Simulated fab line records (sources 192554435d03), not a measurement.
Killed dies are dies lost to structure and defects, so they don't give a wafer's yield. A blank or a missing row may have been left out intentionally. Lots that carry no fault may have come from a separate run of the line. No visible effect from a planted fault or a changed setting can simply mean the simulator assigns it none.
A lot that was struck, set against a sound lot | flow n5-finfet | 15 steps out of a route of 1938
Sound: the wafers L350.4, L350.5, L350.6. Wafers L358.1, L358.2, L358.3 were the ones struck. The cause is named last.
At each step with rows: each side's tool, then ch and its chambers, then its first start. Under that, the readings that differ: sound wafers | struck wafers | difference of the means | sigmas: that difference in standard deviations of wafers without a fault.
alike: readings whose means differ by less than 2 such deviations, and words and numbers that are the same on both sides. not compared: withheld readings, readings that some wafer has no value for, bounds like >300 that may hide the same value, and numbers for which the record gives no deviation and whose values overlap.
A row with sigmas, a row that says differs or no value, or rows on one side alone: a step with any of these is where the two part. Numbers that don't overlap but have no deviation are shown without sigmas and don't part them. A reading that every wafer of one side lacks parts them only if that side has two wafers or more.

N5_HKMG_FIN_INSPECT_61: inspects for defects (macro).
  struck on defect-inspect-01, day 7 08:29; sound on defect-inspect-02, day 5 11:49
  alike: raw-defect-count
N5_HKMG_FIN_DESCUM_53: chemistry O2, time 7.9 s.
  sound on rie-diel-02 ch 0,1,3, day 5 11:51; struck on rie-diel-03 ch 0,1,2, day 7 09:08
  reading    | sound             | struck            | difference | sigmas
  temp-c (C) | 39.75 39.85 40.14 | 40.19 39.95 40.27 | +0.22      | +2
  alike: bias-power-w, drypump-motor-current-A, oes-product-au, rf-vpp-V, showerhead-plenum-p-Torr, throttle-valve-pct
  not compared: rf-hours-counter-h
then, 4 steps without rows for these wafers: N5_HKMG_FIN_ETCH_54 (etches SiARC in CF4, target depth 45.5 nm, time 75.8 s); N5_HKMG_FIN_ETCH_55 (etches SOC in N2/H2, target depth 240 nm, time 300 s); N5_HKMG_FIN_STRIP_56 (strips in N2/H2); N5_HKMG_FIN_STRIP_57 (strips in CF4).
N5_HKMG_FIN_ETCH_58: etches SOC in N2/H2, target depth 215.8 nm, time 741 s.
  sound on rie-diel-02 ch 0,1,3, day 5 12:09; struck on rie-diel-03 ch 0,1,2, day 7 09:26
  alike: drypump-motor-current-A, h2-flow-sccm, oes-product-au, rf-vpp-V, showerhead-plenum-p-Torr, throttle-valve-pct
  not compared: rf-hours-counter-h
N5_HKMG_FIN_STRIP_93: strips SOC in N2/H2, time 20 s.
  sound on rie-diel-02 ch 0,1,3, day 5 12:35; struck on rie-diel-03 ch 0,1,2, day 7 09:52
  alike: bias-power-w, drypump-motor-current-A, h2-flow-sccm, oes-product-au, power-w, rf-vpp-V, showerhead-plenum-p-Torr, temp-c, throttle-valve-pct
  not compared: rf-hours-counter-h
then, 1 step without rows for these wafers: N5_HKMG_FIN_WET_ETCH_76 (etches Al2O3 in dNH4OH, stops on La2O3, target depth 2.25 nm, rinse time 30 s).
N5_HKMG_FIN_STRIP_60: strips in N2/H2, time 360 s.
  sound on plasma-asher-01 ch 0,1, day 5 12:51; struck on plasma-asher-02 ch 0,1, day 7 10:01
  alike: drypump-motor-current-A, h2-flow-sccm, heater-power-w, temp-c
  not compared: rf-hours-counter-h
then, 2 steps without rows for these wafers: N5_HKMG_FIN_WET_ETCH_77 (etches La2O3 in dHCl, stops on HfO2, target depth 2 nm); N5_HKMG_FIN_WET_ETCH_78 (etches Al2O3 in dNH4OH, stops on La2O3, target depth 4.5 nm, rinse time 30 s).
N5_HKMG_FIN_ALD_79: deposits TiN, target thk 1.5 nm, pulse time 1 s, purge time 3 s.
  sound on ald-metal-04 ch 0,1,3, day 5 13:13; struck on ald-metal-04 ch 1,2,3, day 7 10:30
  reading                      | sound | struck               | difference | sigmas
  co-reactant-pulse-time-s (s) | 2 2 2 | 1.2806 1.2806 1.2806 | -0.7194    |
  alike: heater-power-w, precursor-pulse-height-rel
N5_HKMG_FIN_CVD_62: deposits a-Si from Si2H6, target thk 3 nm, time 20.8 s.
  sound on thermal-cvd-si-01 ch 0,1,2, day 5 13:37; struck on thermal-cvd-si-01 ch 0,1,2, day 7 10:52
  alike: heater-power-w
N5_PASSIVATION_PROBE_49:
  the record holds rows for the sound wafers here (prober-01, day 16 03:22) but none for the struck ones

WHERE THEY PART
At N5_HKMG_FIN_DESCUM_53 first; at N5_PASSIVATION_PROBE_49 last (within this record only).

WHY: the cause the simulator had injected
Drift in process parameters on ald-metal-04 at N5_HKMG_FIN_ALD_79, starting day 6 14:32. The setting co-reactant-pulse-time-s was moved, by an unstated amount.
